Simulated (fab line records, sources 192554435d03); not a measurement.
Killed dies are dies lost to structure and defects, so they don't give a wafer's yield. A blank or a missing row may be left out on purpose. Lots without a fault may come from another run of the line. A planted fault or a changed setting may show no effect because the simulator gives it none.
Split-lot experiment | flow n5_finfet | 7 lots, 39 wafers read, on a route of 1938 steps

THE SPLIT
At N5_SD_EPI_N_ETCH_35 (etches SOC in N2/H2, overetch 108 nm, time 486 s), the setting time_s was moved away from the recipe's 486 s on 9 of the 39 wafers read, by -31.3% to +38.9%. The other wafers ran this setting at the recipe's value.

FROM THE SPLIT TO THE READING: what the file shows between them, 3 steps
- N5_SD_EPI_N_STRIP_36: strips in N2/H2
- N5_SD_EPI_N_ETCHBACK_44: etches SiNx in CH3F/O2, stops on SiO2, target depth 14.5 nm
- N5_SD_EPI_N_ETCH_45: etches SiOCN in CH3F/O2, target depth 6 nm

THE READING
SiARC_of_SD_EPI_N_COAT_33.thk_nm (the simulator's own value, which no gauge read), in nm, at N5_SD_EPI_N_ETCH_16 (etches SiO2 in CHF3/O2, target depth 5 nm). The file gives no usual value for it. The 30 wafers here that ran the recipe average 12.3 nm, standard deviation 0.5 nm.

wafer  | tool, chamber at the split | time_s as run, s | against the recipe | SiARC_of_SD_EPI_N_COAT_33.thk_nm, nm | against lot-mates on the recipe
L076.1 | rie_diel-05, 0             | 486              | recipe             | 12.8                                 | -
L076.5 | rie_diel-05, 0             | 486              | recipe             | 12.8                                 | -
L076.2 | rie_diel-05, 1             | 486              | recipe             | 12.2                                 | -
L076.3 | rie_diel-05, 2             | 486              | recipe             | 10.4                                 | -
L076.4 | rie_diel-05, 3             | 486              | recipe             | 13                                   | -
L076.6 | rie_diel-05, 1             | 486              | recipe             | 12                                   | -
L078.1 | rie_diel-03, 2             | 333.8            | -31.3%             | 17.2                                 | +4.9
L078.2 | rie_diel-03, 3             | 333.8            | -31.3%             | 17                                   | +4.7
L078.3 | rie_diel-03, 0             | 333.8            | -31.3%             | 16.8                                 | +4.5
L078.4 | rie_diel-03, 2             | 486              | recipe             | 12.6                                 | -
L078.5 | rie_diel-03, 3             | 486              | recipe             | 12.4                                 | -
L078.6 | rie_diel-03, 0             | 486              | recipe             | 12                                   | -
L080.1 | rie_diel-03, 2             | 486              | recipe             | 12.6                                 | -
L080.6 | rie_diel-03, 2             | 486              | recipe             | 12.6                                 | -
L080.2 | rie_diel-03, 0             | 559.6            | +15.1%             | 9.6                                  | -2.8
L080.3 | rie_diel-03, 3             | 559.6            | +15.1%             | 10.2                                 | -2.2
L080.4 | rie_diel-03, 3             | 559.6            | +15.1%             | 10                                   | -2.4
L080.5 | rie_diel-03, 0             | 486              | recipe             | 12                                   | -
L081.1 | rie_diel-01, 0             | 675              | +38.9%             | 6.4                                  | -5.5
L081.3 | rie_diel-01, 2             | 675              | +38.9%             | 6.4                                  | -5.5
L081.2 | rie_diel-01, 3             | 486              | recipe             | 11.8                                 | -
L081.6 | rie_diel-01, 1             | 486              | recipe             | 11.8                                 | -
L081.4 | rie_diel-01, 1             | 486              | recipe             | 12                                   | -
L081.5 | rie_diel-01, 0             | 675              | +38.9%             | 6.6                                  | -5.3
L086.1 | rie_diel-01, 2             | 486              | recipe             | 12.4                                 | -
L086.2 | rie_diel-01, 1             | 486              | recipe             | 12                                   | -
L086.4 | rie_diel-01, 3             | 486              | recipe             | 12                                   | -
L086.3 | rie_diel-01, 0             | 486              | recipe             | 12.6                                 | -
L086.5 | rie_diel-01, 0             | 486              | recipe             | 12.8                                 | -
L086.6 | rie_diel-01, 3             | 486              | recipe             | 12.2                                 | -
L089.2 | rie_diel-01, 2             | 486              | recipe             | 12.2                                 | -
L089.6 | rie_diel-01, 2             | 486              | recipe             | 12.2                                 | -
L089.5 | rie_diel-01, 3             | 486              | recipe             | 11.8                                 | -
L090.1 | rie_diel-03, 3             | 486              | recipe             | 12.6                                 | -
L090.4 | rie_diel-03, 3             | 486              | recipe             | 12.6                                 | -
L090.2 | rie_diel-03, 2             | 486              | recipe             | 13                                   | -
L090.3 | rie_diel-03, 0             | 486              | recipe             | 12                                   | -
L090.6 | rie_diel-03, 0             | 486              | recipe             | 12                                   | -
L090.5 | rie_diel-03, 2             | 486              | recipe             | 12.8                                 | -

THE FIT
A straight line over all 39 wafers: SiARC_of_SD_EPI_N_COAT_33.thk_nm changes by -0.15 nm for each +1% of time_s; r = -0.98; the points scatter about the line by 0.46 nm.
The same after taking each lot's own level away (the mean of its wafers on the recipe; 39 wafers): -0.145 nm for each +1%; r = -0.98; scatter 0.44 nm.
On that fit, the largest move of time_s shifts the reading by 5.6 nm.
The lots' own levels span 11.87 to 12.50 nm, that is 1.3 times the standard deviation above.
So the lot-to-lot level changes the slope little: the two slopes agree.
Check: with one of the wafers moved furthest among these (+38.9%) left out of the fit, the line predicts -5.65 nm for it against its lot-mates. It came out at -5.47 nm against them.

THE WHOLE CHAIN: every reading that the file lists as answering this split, in the file's order
step                | what it does                                     | reading                                                                           | change (the file's fit)               | r (the file's)
N5_SD_EPI_N_ETCH_35 | etches SOC in N2/H2, overetch 108 nm, time 486 s | SD_EPI_N.cd_nm (the simulator's own value, which no gauge read)                   | +0.163 nm for each +1% of the setting | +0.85
N5_SD_EPI_N_ETCH_35 | etches SOC in N2/H2, overetch 108 nm, time 486 s | SiARC_of_SD_EPI_N_COAT_33.thk_nm (the simulator's own value, which no gauge read) | -0.147 nm for each +1% of the setting | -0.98
N5_SD_EPI_N_ETCH_16 | etches SiO2 in CHF3/O2, target depth 5 nm        | SiARC_of_SD_EPI_N_COAT_33.thk_nm (the simulator's own value, which no gauge read) | -0.145 nm for each +1% of the setting | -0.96

THE FILE'S OWN FIT
SiARC_of_SD_EPI_N_COAT_33.thk_nm changes by -0.145 nm for each +1% of time_s, r = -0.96.
